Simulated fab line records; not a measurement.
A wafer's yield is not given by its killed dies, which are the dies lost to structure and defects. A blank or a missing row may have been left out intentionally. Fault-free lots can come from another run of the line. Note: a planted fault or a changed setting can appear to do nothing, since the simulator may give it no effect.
Which tool is to blame? :: flow n5Finfet :: 24 lots with 72 wafers sampled at 3 steps, on a route of 1938 steps

## WHAT THE GAUGES SHOWED, per wafer
N5_BEOL_M8_CD_MEAS_28 targets a cd of 40 nm.
lot: L075
measured: day 9 09:58
on: cdSem-03
cdNm (nm): 40.38 39.98 39.82

lot: L074
measured: day 9 09:47
on: cdSem-02
cdNm (nm): 40.06 39.85 40.13

lot: L076
measured: day 9 18:25
on: cdSem-01
cdNm (nm): 39.83 39.87 39.63

lot: L077
measured: day 10 03:19
on: cdSem-02
cdNm (nm): 40.11 39.92 40.00

lot: L078
measured: day 10 12:35
on: cdSem-01
cdNm (nm): 39.84 40.38 40.19

lot: L079
measured: day 10 18:35
on: cdSem-01
cdNm (nm): 39.83 40.26 40.14

lot: L080
measured: day 10 20:58
on: cdSem-03
cdNm (nm): 39.77 39.86 39.59

lot: L081
measured: day 11 15:02
on: cdSem-02
cdNm (nm): 39.85 39.97 39.86

lot: L082
measured: day 11 15:15
on: cdSem-01
cdNm (nm): 40.03 39.97 39.93

lot: L083
measured: day 11 22:13
on: cdSem-02
cdNm (nm): 40.05 40.08 40.08

lot: L086
measured: day 12 01:15
on: cdSem-01
cdNm (nm): 39.74 39.81 40.07

lot: L085
measured: day 12 04:30
on: cdSem-01
cdNm (nm): 40.42 40.08 40.28

lot: L084
measured: day 12 05:32
on: cdSem-03
cdNm (nm): 40.07 39.61 39.90

lot: L087
measured: day 12 13:17
on: cdSem-03
cdNm (nm): 40.23 39.72 39.82

lot: L089
measured: day 13 00:18
on: cdSem-02
cdNm (nm): 39.70 39.98 39.93

lot: L088
measured: day 13 02:41
on: cdSem-02
cdNm (nm): 40.08 39.65 39.33

lot: L091
measured: day 13 06:04
on: cdSem-01
cdNm (nm): 40.00 40.21 39.76

lot: L092
measured: day 13 11:40
on: cdSem-01
cdNm (nm): 40.01 39.90 40.25

lot: L090
measured: day 13 12:56
on: cdSem-03
cdNm (nm): 40.33 39.83 39.45

lot: L094
measured: day 14 19:58
on: cdSem-01
cdNm (nm): 39.95 39.82 40.22

lot: L093
measured: day 14 20:01
on: cdSem-03
cdNm (nm): 40.04 39.76 39.66

lot: L097
measured: day 14 20:03
on: cdSem-02
cdNm (nm): 40.06 40.22 39.77

lot: L095
measured: day 14 20:06
on: cdSem-01
cdNm (nm): 39.90 39.52 39.59

lot: L096
measured: day 14 20:08
on: cdSem-02
cdNm (nm): 39.87 39.81 39.99

## TOOL THAT RAN EACH LOT (tool first, then ch and the chambers of the sampled wafers, then the start)
lot: L075
N5_BEOL_M7_PRE_CLEAN_45: pvdSputter-02, day 9 02:58
N5_BEOL_M8_ETCH_61: rieDiel-06 ch 0,3, day 9 07:40

lot: L074
N5_BEOL_M7_PRE_CLEAN_45: pvdSputter-02, day 9 03:29
N5_BEOL_M8_ETCH_61: rieDiel-02 ch 1,2,3, day 9 07:53

lot: L076
N5_BEOL_M7_PRE_CLEAN_45: pvdSputter-02, day 9 11:14
N5_BEOL_M8_ETCH_61: rieDiel-06 ch 1,2, day 9 16:36

lot: L077
N5_BEOL_M7_PRE_CLEAN_45: pvdSputter-01, day 9 16:38
N5_BEOL_M8_ETCH_61: rieDiel-06 ch 2,3, day 9 20:36

lot: L078
N5_BEOL_M7_PRE_CLEAN_45: pvdSputter-01, day 10 04:50
N5_BEOL_M8_ETCH_61: rieDiel-06 ch 2,3, day 10 11:43

lot: L079
N5_BEOL_M7_PRE_CLEAN_45: pvdSputter-01, day 10 11:16
N5_BEOL_M8_ETCH_61: rieDiel-06 ch 0,2,3, day 10 17:18

lot: L080
N5_BEOL_M7_PRE_CLEAN_45: pvdSputter-02, day 10 12:50
N5_BEOL_M8_ETCH_61: rieDiel-06 ch 0,3, day 10 20:04

lot: L081
N5_BEOL_M7_PRE_CLEAN_45: pvdSputter-02, day 11 08:31
N5_BEOL_M8_ETCH_61: rieDiel-04 ch 1,2, day 11 14:17

lot: L082
N5_BEOL_M7_PRE_CLEAN_45: pvdSputter-02, day 11 08:41
N5_BEOL_M8_ETCH_61: rieDiel-02 ch 0,3, day 11 14:22

lot: L083
N5_BEOL_M7_PRE_CLEAN_45: pvdSputter-02, day 11 16:11
N5_BEOL_M8_ETCH_61: rieDiel-04 ch 0,1,2, day 11 20:38

lot: L086
N5_BEOL_M7_PRE_CLEAN_45: pvdSputter-03, day 11 20:31
N5_BEOL_M8_ETCH_61: rieDiel-04 ch 2,3, day 12 00:23

lot: L085
N5_BEOL_M7_PRE_CLEAN_45: pvdSputter-01, day 11 21:30
N5_BEOL_M8_ETCH_61: rieDiel-02 ch 0,1,3, day 12 03:36

lot: L084
N5_BEOL_M7_PRE_CLEAN_45: pvdSputter-02, day 11 21:50
N5_BEOL_M8_ETCH_61: rieDiel-04 ch 0,1,2, day 12 04:35

lot: L087
N5_BEOL_M7_PRE_CLEAN_45: pvdSputter-02, day 12 05:23
N5_BEOL_M8_ETCH_61: rieDiel-02 ch 0,1,2, day 12 10:55

lot: L089
N5_BEOL_M7_PRE_CLEAN_45: pvdSputter-02, day 12 19:38
N5_BEOL_M8_ETCH_61: rieDiel-06 ch 1,2, day 12 23:26

lot: L088
N5_BEOL_M7_PRE_CLEAN_45: pvdSputter-03, day 12 22:41
N5_BEOL_M8_ETCH_61: rieDiel-04 ch 0,2, day 13 01:47

lot: L091
N5_BEOL_M7_PRE_CLEAN_45: pvdSputter-01, day 13 01:05
N5_BEOL_M8_ETCH_61: rieDiel-04 ch 0,2, day 13 05:09

lot: L092
N5_BEOL_M7_PRE_CLEAN_45: pvdSputter-03, day 13 07:08
N5_BEOL_M8_ETCH_61: rieDiel-02 ch 1,2, day 13 10:49

lot: L090
N5_BEOL_M7_PRE_CLEAN_45: pvdSputter-01, day 13 08:19
N5_BEOL_M8_ETCH_61: rieDiel-06 ch 1,2, day 13 12:08

lot: L094
N5_BEOL_M7_PRE_CLEAN_45: pvdSputter-02, day 14 10:58
N5_BEOL_M8_ETCH_61: rieDiel-06 ch 1,2, day 14 16:56

lot: L093
N5_BEOL_M7_PRE_CLEAN_45: pvdSputter-01, day 14 13:07
N5_BEOL_M8_ETCH_61: rieDiel-06 ch 0,1,2, day 14 17:19

lot: L097
N5_BEOL_M7_PRE_CLEAN_45: pvdSputter-02, day 14 13:38
N5_BEOL_M8_ETCH_61: rieDiel-06 ch 0,3, day 14 17:34

lot: L095
N5_BEOL_M7_PRE_CLEAN_45: pvdSputter-03, day 14 13:49
N5_BEOL_M8_ETCH_61: rieDiel-04 ch 0,3, day 14 17:53

lot: L096
N5_BEOL_M7_PRE_CLEAN_45: pvdSputter-03, day 14 14:05
N5_BEOL_M8_ETCH_61: rieDiel-06 ch 0,1,3, day 14 17:56
- N5_BEOL_M7_PRE_CLEAN_45: time 30 s.
- N5_BEOL_M8_ETCH_61: etches SiARC in CF4, target depth 45.5 nm, time 75.8 s.

## AS READ BY THE TOOLS THEMSELVES (means over the sampled wafers that have a number; for cases with no such wafer, the mark the record gives instead)
N5_BEOL_M7_PRE_CLEAN_45.
lot: L075
tool: pvdSputter-02
heaterPowerW (W): 290

lot: L074
tool: pvdSputter-02
heaterPowerW (W): 340

lot: L076
tool: pvdSputter-02
heaterPowerW (W): 351

lot: L077
tool: pvdSputter-01
heaterPowerW (W): 344

lot: L078
tool: pvdSputter-01
heaterPowerW (W): 375

lot: L079
tool: pvdSputter-01
heaterPowerW (W): 358

lot: L080
tool: pvdSputter-02
heaterPowerW (W): 368

lot: L081
tool: pvdSputter-02
heaterPowerW (W): 366

lot: L082
tool: pvdSputter-02
heaterPowerW (W): 365

lot: L083
tool: pvdSputter-02
heaterPowerW (W): 378

lot: L086
tool: pvdSputter-03
heaterPowerW (W): 312

lot: L085
tool: pvdSputter-01
heaterPowerW (W): 367

lot: L084
tool: pvdSputter-02
heaterPowerW (W): 366

lot: L087
tool: pvdSputter-02
heaterPowerW (W): 376

lot: L089
tool: pvdSputter-02
heaterPowerW (W): 415

lot: L088
tool: pvdSputter-03
heaterPowerW (W): 312

lot: L091
tool: pvdSputter-01
heaterPowerW (W): 369

lot: L092
tool: pvdSputter-03
heaterPowerW (W): 335

lot: L090
tool: pvdSputter-01
heaterPowerW (W): 317

lot: L094
tool: pvdSputter-02
heaterPowerW (W): 290

lot: L093
tool: pvdSputter-01
heaterPowerW (W): 347

lot: L097
tool: pvdSputter-02
heaterPowerW (W): 325

lot: L095
tool: pvdSputter-03
heaterPowerW (W): 327

lot: L096
tool: pvdSputter-03
heaterPowerW (W): 310

N5_BEOL_M8_ETCH_61.
lot: L075
tool: rieDiel-06
drypumpMotorCurrentA (A): 5.2
etchRfOnTimeS (s): 75.9
oesProductAu (a.u.): 0.61
rfVppV (V): 184.2
showerheadPlenumPTorr (Torr): 2.11
throttleValvePct (%): 15.78

lot: L074
tool: rieDiel-02
drypumpMotorCurrentA (A): 5.8
etchRfOnTimeS (s): 75.0
oesProductAu (a.u.): 0.73
rfVppV (V): 184.3
showerheadPlenumPTorr (Torr): 2.17
throttleValvePct (%): 15.49

lot: L076
tool: rieDiel-06
drypumpMotorCurrentA (A): 5.6
etchRfOnTimeS (s): 76.5
oesProductAu (a.u.): 0.75
rfVppV (V): 184.8
showerheadPlenumPTorr (Torr): 2.15
throttleValvePct (%): 15.52

lot: L077
tool: rieDiel-06
drypumpMotorCurrentA (A): 5.4
etchRfOnTimeS (s): 77.0
oesProductAu (a.u.): 0.63
rfVppV (V): 183.6
showerheadPlenumPTorr (Torr): 2.10
throttleValvePct (%): 15.72

lot: L078
tool: rieDiel-06
drypumpMotorCurrentA (A): 5.7
etchRfOnTimeS (s): 76.5
oesProductAu (a.u.): 0.67
rfVppV (V): 183.2
showerheadPlenumPTorr (Torr): 2.09
throttleValvePct (%): 15.63

lot: L079
tool: rieDiel-06
drypumpMotorCurrentA (A): 5.6
etchRfOnTimeS (s): 76.1
oesProductAu (a.u.): 0.63
rfVppV (V): 183.3
showerheadPlenumPTorr (Torr): 2.10
throttleValvePct (%): 15.69

lot: L080
tool: rieDiel-06
drypumpMotorCurrentA (A): 5.5
etchRfOnTimeS (s): 74.9
oesProductAu (a.u.): 0.59
rfVppV (V): 184.8
showerheadPlenumPTorr (Torr): 2.11
throttleValvePct (%): 15.75

lot: L081
tool: rieDiel-04
drypumpMotorCurrentA (A): 5.3
etchRfOnTimeS (s): 73.3
oesProductAu (a.u.): 0.69
rfVppV (V): 184.5
showerheadPlenumPTorr (Torr): 2.15
throttleValvePct (%): 15.50

lot: L082
tool: rieDiel-02
drypumpMotorCurrentA (A): 5.3
etchRfOnTimeS (s): 74.9
oesProductAu (a.u.): 0.76
rfVppV (V): 185.1
showerheadPlenumPTorr (Torr): 2.27
throttleValvePct (%): 15.44

lot: L083
tool: rieDiel-04
drypumpMotorCurrentA (A): 5.6
etchRfOnTimeS (s): 74.8
oesProductAu (a.u.): 0.67
rfVppV (V): 184.1
showerheadPlenumPTorr (Torr): 2.15
throttleValvePct (%): 15.45

lot: L086
tool: rieDiel-04
drypumpMotorCurrentA (A): 5.2
etchRfOnTimeS (s): 73.9
oesProductAu (a.u.): 0.71
rfVppV (V): 184.8
showerheadPlenumPTorr (Torr): 2.16
throttleValvePct (%): 15.47

lot: L085
tool: rieDiel-02
drypumpMotorCurrentA (A): 5.9
etchRfOnTimeS (s): 76.0
oesProductAu (a.u.): 0.75
rfVppV (V): 184.7
showerheadPlenumPTorr (Torr): 2.21
throttleValvePct (%): 15.42

lot: L084
tool: rieDiel-04
drypumpMotorCurrentA (A): 5.6
etchRfOnTimeS (s): 74.3
oesProductAu (a.u.): 0.67
rfVppV (V): 183.7
showerheadPlenumPTorr (Torr): 2.15
throttleValvePct (%): 15.46

lot: L087
tool: rieDiel-02
drypumpMotorCurrentA (A): 5.5
etchRfOnTimeS (s): 76.1
oesProductAu (a.u.): 0.72
rfVppV (V): 183.7
showerheadPlenumPTorr (Torr): 2.16
throttleValvePct (%): 15.56

lot: L089
tool: rieDiel-06
drypumpMotorCurrentA (A): 5.5
etchRfOnTimeS (s): 77.1
oesProductAu (a.u.): 0.70
rfVppV (V): 184.6
showerheadPlenumPTorr (Torr): 2.14
throttleValvePct (%): 15.57

lot: L088
tool: rieDiel-04
drypumpMotorCurrentA (A): 5.5
etchRfOnTimeS (s): 74.0
oesProductAu (a.u.): 0.71
rfVppV (V): 184.5
showerheadPlenumPTorr (Torr): 2.17
throttleValvePct (%): 15.33

lot: L091
tool: rieDiel-04
drypumpMotorCurrentA (A): 5.5
etchRfOnTimeS (s): 73.9
oesProductAu (a.u.): 0.71
rfVppV (V): 184.1
showerheadPlenumPTorr (Torr): 2.16
throttleValvePct (%): 15.33

lot: L092
tool: rieDiel-02
drypumpMotorCurrentA (A): 6.1
etchRfOnTimeS (s): 75.1
oesProductAu (a.u.): 0.71
rfVppV (V): 183.4
showerheadPlenumPTorr (Torr): 2.10
throttleValvePct (%): 15.55

lot: L090
tool: rieDiel-06
drypumpMotorCurrentA (A): 5.6
etchRfOnTimeS (s): 77.1
oesProductAu (a.u.): 0.70
rfVppV (V): 184.0
showerheadPlenumPTorr (Torr): 2.14
throttleValvePct (%): 15.58

lot: L094
tool: rieDiel-06
drypumpMotorCurrentA (A): 5.6
etchRfOnTimeS (s): 76.6
oesProductAu (a.u.): 0.68
rfVppV (V): 183.8
showerheadPlenumPTorr (Torr): 2.14
throttleValvePct (%): 15.61

lot: L093
tool: rieDiel-06
drypumpMotorCurrentA (A): 5.7
etchRfOnTimeS (s): 76.1
oesProductAu (a.u.): 0.73
rfVppV (V): 184.1
showerheadPlenumPTorr (Torr): 2.11
throttleValvePct (%): 15.48

lot: L097
tool: rieDiel-06
drypumpMotorCurrentA (A): 5.3
etchRfOnTimeS (s): 73.2
oesProductAu (a.u.): 0.82
rfVppV (V): 183.3
showerheadPlenumPTorr (Torr): 2.10
throttleValvePct (%): 15.36

lot: L095
tool: rieDiel-04
drypumpMotorCurrentA (A): 6.0
etchRfOnTimeS (s): 75.0
oesProductAu (a.u.): 0.65
rfVppV (V): 183.8
showerheadPlenumPTorr (Torr): 2.15
throttleValvePct (%): 15.40

lot: L096
tool: rieDiel-06
drypumpMotorCurrentA (A): 5.4
etchRfOnTimeS (s): 74.9
oesProductAu (a.u.): 0.77
rfVppV (V): 184.2
showerheadPlenumPTorr (Torr): 2.12
throttleValvePct (%): 15.45

## THE ANSWER, worked out from the rows above alone
Rule: the usual values come from the lots themselves. Put in order of their means at a reading, lots are off if they are a third of the lots or fewer, leave a main group of 4 or more, and stand apart from it by a gap of 3 or more times the standard deviation of the main group's means; of several such gaps the widest counts. A main group whose means are all the same, to the digits that the tables above print for the reading, isn't used. Also off: a lot with no number at a reading for which 4 or more lots have one. Where the step has rows for the other lots, those lots are counted as sound. After the gauges, taken in route order, come the tools' own readings; for these a lot's mean is taken, as printed above. At the first step where some lot is off, the reading lying furthest off is the one used; lots without a number count as furthest.
None of the lots is off at any reading shown; this tells nothing.

## WHAT THE SIMULATOR PUT IN
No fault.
